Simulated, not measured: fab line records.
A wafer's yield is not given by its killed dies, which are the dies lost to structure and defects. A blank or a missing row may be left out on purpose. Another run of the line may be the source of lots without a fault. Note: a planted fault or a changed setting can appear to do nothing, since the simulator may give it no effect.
One fault through the eyes of 2 desks || flow nand_harc || each desk holds nothing but its own numbers, with what lay behind them at the end

## FOR THE TOOL OWNER'S DESK: litho_track-03
Per lot that ran on this tool, the mean of the sampled wafers carrying a number, from the tool's own readings at NHARC_A_ZERO_WELL_SOFTBAKE_05 (time 70 s). Marked OUT: a lot whose mean sits more than 4 standard deviations from the usual mean, which makes it out of limits; the brackets give that distance.
Columns: A = exhaust_pa at NHARC_A_ZERO_WELL_SOFTBAKE_05, usual 44.8 Pa; B = heater_power_total_W at NHARC_A_ZERO_WELL_SOFTBAKE_05, usual 200.8 W
{"lot": "L619", "first seen here": "day 7 02:00", "A": 43.9, "B": 200.3}
{"lot": "L621", "first seen here": "day 7 11:00", "A": 45.1, "B": 200.5}
{"lot": "L624", "first seen here": "day 7 17:00", "A": 45.6, "B": 201.2}
{"lot": "L625", "first seen here": "day 8 06:00", "A": 45.8, "B": "192.9 (-6.0) OUT"}
{"lot": "L626", "first seen here": "day 8 08:00", "A": 44.0, "B": "193.0 (-6.0) OUT"}
{"lot": "L639", "first seen here": "day 12 02:00", "A": 44.3, "B": 199.9}
This desk's finding: out of limits on L625, L626; first on L625, day 8 06:00 (heater_power_total_W at NHARC_A_ZERO_WELL_SOFTBAKE_05). In limits: L619, L621, L624, L639.

## AT THE METROLOGY DESK
What the gauges read, lot by lot, whatever tool the lot ran on: means of the sampled wafers that have a number. Marked OUT: a lot whose mean sits more than 4 standard deviations from the usual mean, which makes it out of limits; the brackets give that distance.
Columns: A = cd_nm at NHARC_P_BONDPAD_CD_MEAS_09, usual 499.5 nm
{"lot": "L618", "first seen here": "day 6 15:49", "A": 501.8}
{"lot": "L619", "first seen here": "day 6 22:35", "A": 497.6}
{"lot": "L620", "first seen here": "day 7 02:30", "A": 498.0}
{"lot": "L621", "first seen here": "day 7 08:17", "A": 500.1}
{"lot": "L624", "first seen here": "day 7 14:07", "A": 498.3}
{"lot": "L623", "first seen here": "day 7 14:23", "A": 499.3}
{"lot": "L625", "first seen here": "day 8 02:24", "A": 500.3}
{"lot": "L626", "first seen here": "day 8 04:34", "A": 500.4}
{"lot": "L630", "first seen here": "day 9 17:36", "A": 499.3}
{"lot": "L633", "first seen here": "day 10 11:36", "A": 499.4}
{"lot": "L636", "first seen here": "day 10 19:41", "A": 499.4}
{"lot": "L638", "first seen here": "day 11 04:22", "A": 500.4}
{"lot": "L639", "first seen here": "day 11 22:31", "A": 500.7}
{"lot": "L641", "first seen here": "day 12 13:25", "A": 499.4}
This desk found nothing out of limits on any of the 14 lots.

## PUT TOGETHER
An alarm could have come from the tool owner's desk at day 8 06:00, on L625, L626.
The metrology desk saw nothing out of limits.
The metrology desk holds a record of L625, L626, inside its limits.
NHARC_A_ZERO_WELL_SOFTBAKE_05 was run on litho_track-03 by each of the lots named.

## WHAT HAD BEEN PUT IN BY THE SIMULATOR
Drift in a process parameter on litho_track-03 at NHARC_A_ZERO_WELL_SOFTBAKE_05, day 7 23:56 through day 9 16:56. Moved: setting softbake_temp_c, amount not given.
Struck lots among those shown: L625, L626.
Delay in hours, fault start to first out-of-limits reading, by desk: the tool owner's desk at 6.
